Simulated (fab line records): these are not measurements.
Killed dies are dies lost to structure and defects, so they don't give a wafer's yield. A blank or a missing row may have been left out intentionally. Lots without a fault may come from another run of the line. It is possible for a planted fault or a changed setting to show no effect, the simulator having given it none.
Which tool is to blame? | flow nandHarc | 13 lots, 39 wafers sampled, at 6 steps of a route of 1302

WHAT EACH GAUGE READ, for each wafer
NHARC_P_M0_INSPECT_11.
lot  | measured     | on               | rawDefectCount
L400 | day 6 08:44  | defectInspect-01 | 3 7 4
L401 | day 6 18:56  | defectInspect-02 | 4 6 7
L402 | day 7 11:19  | defectInspect-01 | 9 5 3
L404 | day 7 23:05  | defectInspect-02 | 3 5 6
L405 | day 8 15:53  | defectInspect-02 | 3 4 2
L408 | day 10 02:46 | defectInspect-02 | 4 2 2
L410 | day 10 18:29 | defectInspect-01 | 8 300 4
L417 | day 13 22:59 | defectInspect-01 | 6 5 2
L418 | day 14 04:12 | defectInspect-01 | 2 7 10
L419 | day 14 08:34 | defectInspect-01 | 6 3 1
L421 | day 14 21:02 | defectInspect-02 | 4 2 5
L420 | day 14 21:16 | defectInspect-02 | 3 5 9
L422 | day 15 14:37 | defectInspect-01 | 5 6 8

NHARC_END_SORT_01.
lot  | measured     | on        | killedAtArray | killedAtOther | killedAtPeriphery | killedDies | killedOpen | killedShort
L410 | day 28 19:32 | prober-01 | 42 47 55      | 0 0 0         | 5 231 3           | 47 278 58  | 4 3 8      | 1 2 5

TOOL THAT RAN EACH LOT (tool first, then ch and the chambers of the sampled wafers, then the start)
lot  | NHARC_P_CONTACT_CMP_24        | NHARC_P_M0_DEGAS_28         | NHARC_P_M0_PRE_CLEAN_29                | NHARC_P_M0_PVD_21
L400 | cmp-03 ch 1,2, day 6 07:20    | pvdSputter-03, day 6 09:47  | pvdSputter-03, no start                | pvdSputter-03, no start
L401 | cmp-01 ch 0,2,3, day 6 17:30  | pvdSputter-01, day 6 19:57  | pvdSputter-01, no start                | pvdSputter-01, no start
L402 | cmp-02 ch 0,1,3, day 7 09:53  | pvdSputter-03, day 7 12:18  | pvdSputter-03, no start                | pvdSputter-03, no start
L404 | cmp-02 ch 2,3, day 7 21:40    | pvdSputter-03, day 8 00:09  | pvdSputter-03, no start                | pvdSputter-03, no start
L405 | cmp-03 ch 0,2,3, day 8 14:30  | pvdSputter-03, day 8 17:23  | pvdSputter-03, no start                | pvdSputter-03, no start
L408 | cmp-01 ch 1,2,3, day 10 01:20 | pvdSputter-01, day 10 03:45 | pvdSputter-01, no start                | pvdSputter-01, no start
L410 | cmp-03 ch 0,2,3, day 10 17:05 | pvdSputter-02, day 10 19:29 | pvdSputter-02, day 28 19:32 or earlier | pvdSputter-02, day 28 19:32 or earlier
L417 | cmp-02 ch 0,2, day 13 21:33   | pvdSputter-03, day 13 23:58 | pvdSputter-03, no start                | pvdSputter-03, no start
L418 | cmp-01 ch 0,1,3, day 14 02:47 | pvdSputter-03, day 14 05:16 | pvdSputter-03, no start                | pvdSputter-03, no start
L419 | cmp-03 ch 0,2,3, day 14 07:08 | pvdSputter-03, day 14 09:32 | pvdSputter-03, no start                | pvdSputter-03, no start
L421 | cmp-03 ch 0,1, day 14 19:36   | pvdSputter-03, day 14 22:00 | pvdSputter-03, no start                | pvdSputter-03, no start
L420 | cmp-03 ch 0,2, day 14 19:49   | pvdSputter-03, day 14 22:41 | pvdSputter-03, no start                | pvdSputter-03, no start
L422 | cmp-01 ch 1,2,3, day 15 13:18 | pvdSputter-02, day 15 15:35 | pvdSputter-02, no start                | pvdSputter-02, no start
- NHARC_P_CONTACT_CMP_24: polishes, t overpolish 30 s, target thk 200 nm.
- NHARC_P_M0_DEGAS_28: time 60 s.
- NHARC_P_M0_PRE_CLEAN_29: time 30 s.
- NHARC_P_M0_PVD_21: deposits Cu, target thk 30 nm, time 20.49 s.

AS READ BY THE TOOLS THEMSELVES (means over the sampled wafers that have a number; for cases with no such wafer, the mark the record gives instead)
NHARC_P_CONTACT_CMP_24.
lot  | tool   | edgeZonePressureFrac | motorCurrentA (A) | overpolishRunS (s) | timeToEndpointS (s)
L400 | cmp-03 | 0.997                | 14.0              | 30.002             | 40
L401 | cmp-01 | 0.997                | 11.3              | 30.000             | 42
L402 | cmp-02 | 1.000                | 12.5              | 30.012             | 42
L404 | cmp-02 | 1.003                | 13.6              | 30.006             | 40
L405 | cmp-03 | 0.999                | 12.9              | 29.996             | 38
L408 | cmp-01 | 1.001                | 13.0              | 30.001             | 42
L410 | cmp-03 | 1.003                | 13.3              | 30.000             | 41
L417 | cmp-02 | 1.004                | 13.5              | 30.001             | 36
L418 | cmp-01 | 1.003                | 12.5              | 29.997             | 44
L419 | cmp-03 | 0.998                | 13.3              | 30.002             | 39
L421 | cmp-03 | 0.995                | 12.6              | 29.989             | 35
L420 | cmp-03 | 1.001                | 13.5              | 29.996             | 37
L422 | cmp-01 | 1.004                | 12.1              | 30.003             | 42

NHARC_P_M0_DEGAS_28.
lot  | tool          | heaterPowerW (W) | susceptorTempC (C)
L400 | pvdSputter-03 | 351              | 250.20
L401 | pvdSputter-01 | 357              | 249.85
L402 | pvdSputter-03 | 353              | 250.07
L404 | pvdSputter-03 | 353              | 250.05
L405 | pvdSputter-03 | 356              | 250.02
L408 | pvdSputter-01 | 371              | 250.00
L410 | pvdSputter-02 | 380              | 249.97
L417 | pvdSputter-03 | 320              | 249.97
L418 | pvdSputter-03 | 391              | 249.78
L419 | pvdSputter-03 | 378              | -
L421 | pvdSputter-03 | 365              | 250.14
L420 | pvdSputter-03 | 343              | 249.97
L422 | pvdSputter-02 | 352              | 249.97

NHARC_P_M0_PRE_CLEAN_29.
lot  | tool          | heaterPowerW (W) | susceptorTempC (C)
L400 | pvdSputter-03 | 472              | 280.14
L401 | pvdSputter-01 | 446              | -
L402 | pvdSputter-03 | 428              | 280.04
L404 | pvdSputter-03 | 429              | 279.91
L405 | pvdSputter-03 | 461              | 280.19
L408 | pvdSputter-01 | 450              | 279.95
L410 | pvdSputter-02 | 490              | 279.92
L417 | pvdSputter-03 | 461              | 280.18
L418 | pvdSputter-03 | 460              | 280.07
L419 | pvdSputter-03 | 424              | 280.05
L421 | pvdSputter-03 | 395              | 280.14
L420 | pvdSputter-03 | 456              | 279.98
L422 | pvdSputter-02 | 427              | 280.12

NHARC_P_M0_PVD_21.
lot  | tool          | throttleValvePct (%)
L400 | pvdSputter-03 | 30.6
L401 | pvdSputter-01 | 29.3
L402 | pvdSputter-03 | 30.0
L404 | pvdSputter-03 | 30.2
L405 | pvdSputter-03 | 29.3
L408 | pvdSputter-01 | 29.0
L410 | pvdSputter-02 | 29.9
L417 | pvdSputter-03 | 30.0
L418 | pvdSputter-03 | 29.9
L419 | pvdSputter-03 | 30.2
L421 | pvdSputter-03 | 29.9
L420 | pvdSputter-03 | 29.6
L422 | pvdSputter-02 | 31.0

THE ANSWER, worked out from the rows above alone
Rule: what is usual is taken from the lots themselves. Put in order of their means at a reading, lots are off if they are a third of the lots or fewer, leave a main group of 4 or more, and stand apart from it by a gap of 3 or more times the standard deviation of the main group's means; of several such gaps the widest counts. A main group whose means are all the same, to the digits that the tables above print for the reading, isn't used. A lot without any number at a reading at which 4 lots or more have one is off too. Where the step has rows for the other lots, those lots are counted as sound. The gauges are gone through in route order, then the tools' own readings, and for those a lot's mean is taken as printed above. The first step at which some lot is off is used, and at that step the reading that is off furthest; a lot without a number counts as furthest.
Off: L410 (NHARC_P_M0_INSPECT_11, rawDefectCount). For the main group the mean is 4.7 and the standard deviation 1.2.
A tool fits if, at a process step before that reading, it ran every lot that is off, and no sound lot after the first of them. The gauges at NHARC_P_M0_INSPECT_11 are tried like those tools. Not one of the candidates tried fits.

WHAT THE SIMULATOR HAD PUT IN
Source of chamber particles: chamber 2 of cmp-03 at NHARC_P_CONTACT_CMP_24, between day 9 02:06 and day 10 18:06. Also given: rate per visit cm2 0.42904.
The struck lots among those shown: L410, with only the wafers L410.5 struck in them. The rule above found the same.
